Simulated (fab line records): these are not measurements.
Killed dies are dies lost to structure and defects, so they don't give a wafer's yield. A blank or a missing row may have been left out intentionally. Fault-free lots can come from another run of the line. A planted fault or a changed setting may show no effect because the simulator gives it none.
A struck lot beside a sound one :: flow n5 finfet :: 16 out of 1938 route steps
Sound: these wafers, L352.2, L352.5, L352.6. The struck wafers were L354.2, L354.5, L354.6. The cause is given at the end.
Per side, at each step with rows, come the tool, then ch with its chambers, and then its first start. Under that, the readings that differ: sound wafers :: struck wafers :: difference of the means :: sigmas: that difference in standard deviations of wafers without a fault.
alike: a reading whose means differ by less than 2 such deviations, as well as words and numbers matching on both sides. not compared: withheld readings; readings where some wafer has no value; bounds like >300 that might hide an equal value; numbers whose values overlap and for which the record gives no deviation.
A row with sigmas, a row that says differs or no value, or rows on one side alone: a step with any of these is where the two part. Non-overlapping numbers with no deviation appear without sigmas and do not part them. Lack of a reading on every wafer of one side parts them only where that side has two or more wafers.

first, 6 steps without rows for these wafers: N5_BEOL_M4_COAT_22 (resist thk 30 nm); N5_BEOL_M4_EBR_24; N5_BEOL_M4_SOFTBAKE_23 (time 60 s); N5_BEOL_M4_EXPOSE_25 (exposes mask V3, defocus 5 nm); N5_BEOL_M4_PEB_26 (peb time 60 s); N5_BEOL_M4_DEVELOP_27 (develop time 30 s).
N5_BEOL_M4_CD_MEAS_28: target cd 26.2 nm, target cd y 24.1 nm.
  sound on cd sem-02 ch 0, day 9 01:13; struck on cd sem-03 ch 0, day 10 01:11
  alike: cd nm
N5_BEOL_M4_OVL_MEAS_29:
  sound on overlay-01 ch 0, day 9 01:15; struck on overlay-02 ch 0, day 10 01:14
  alike: V3_OVL
N5_BEOL_M4_INSPECT_30: inspects for defects (brightfield).
  sound on defect inspect-02, day 9 01:19; struck on defect inspect-01, day 10 01:17
  alike: raw defect count
N5_BEOL_M4_DESCUM_33: chemistry O2, time 7 s.
  sound on rie diel-06 ch 1,2,3, day 9 01:30; struck on rie diel-01 ch 1,2,3, day 10 01:22
  alike: bias power w, drypump motor current A, o2 flow sccm, oes product au, rf vpp V, showerhead plenum p Torr, throttle valve pct
  not compared: rf hours counter h
N5_BEOL_M4_ETCH_77: etches underlayer in N2/H2, target depth 6.5 nm, time 5.2 s.
  sound on rie diel-06 ch 1,2,3, day 9 01:32; struck on rie diel-01 ch 1,2,3, day 10 01:25
  alike: drypump motor current A, etch rf on time s, oes product au, rf vpp V, showerhead plenum p Torr, throttle valve pct
  not compared: rf hours counter h
N5_BEOL_M4_ETCH_69: etches SiARC in CF4, target depth 15.6 nm, time 26 s.
  sound on rie diel-06 ch 1,2,3, day 9 01:34; struck on rie diel-01 ch 1,2,3, day 10 01:26
  alike: drypump motor current A, etch rf on time s, oes product au, rf vpp V, showerhead plenum p Torr, throttle valve pct
  not compared: rf hours counter h
N5_BEOL_M4_ALD_98: deposits SiO2, target thk 2.5 nm, pulse time 1 s, co reactant pulse time 1 s.
  sound on ald sin-03 ch 1,2, day 9 01:38; struck on ald sin-03 ch 0,2,3, day 10 01:31
reading: susceptor temp C (C)
sound: 99.94 99.88 100.26
struck: 102.70 102.74 102.70
difference: +2.69
sigmas: +22
  alike: heater power w, precursor pulse height rel
  not compared: since wet clean h
N5_BEOL_M4_ETCHBACK_99: etches SiO2 in CHF3, target depth 5 nm, time 10.4 s.
  sound on rie diel-06 ch 0,3, day 9 01:46; struck on rie diel-02 ch 2,3, day 10 06:49
  alike: drypump motor current A, oes product au, rf vpp V, showerhead plenum p Torr, throttle valve pct
  not compared: rf hours counter h
N5_BEOL_M4_RC_MEAS_101:
  sound on prober-01 ch 0, day 9 07:37; struck on prober-01 ch 0, day 10 11:29
  alike: DIBL_N, DIBL_P, IOFF_N, IOFF_P, ION_N, ION_P, SS_N, SS_P, VT_N, VT_P
-- the record jumps here: 4 days lie between the struck wafers' starts before and after (it left off in module BEOL_M4 and takes up again in module PASSIVATION, whose first step shown is number 1936 of the route) --
N5_PASSIVATION_PROBE_49:
  sound on prober-01, day 13 11:50; struck on prober-01, day 14 20:41
reading: killed at contacts
sound: 16 30 27
struck: 4 6 4
difference: -20
sigmas: -3
  alike: defect limited yield, killed_at_M0_to_M3, killed_at_M4_up, killed at front end, killed at other, killed dies, killed open, killed short, sort_bin_5_function, sort_bin_6_memory, sort n pass, sort yield pct

## WHERE THEY PART
First at N5_BEOL_M4_ALD_98; last, within this record, at N5_PASSIVATION_PROBE_49.

WHY: whatever the simulator had introduced
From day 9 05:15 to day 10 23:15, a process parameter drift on ald sin-03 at N5_BEOL_M4_ALD_98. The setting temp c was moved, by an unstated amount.
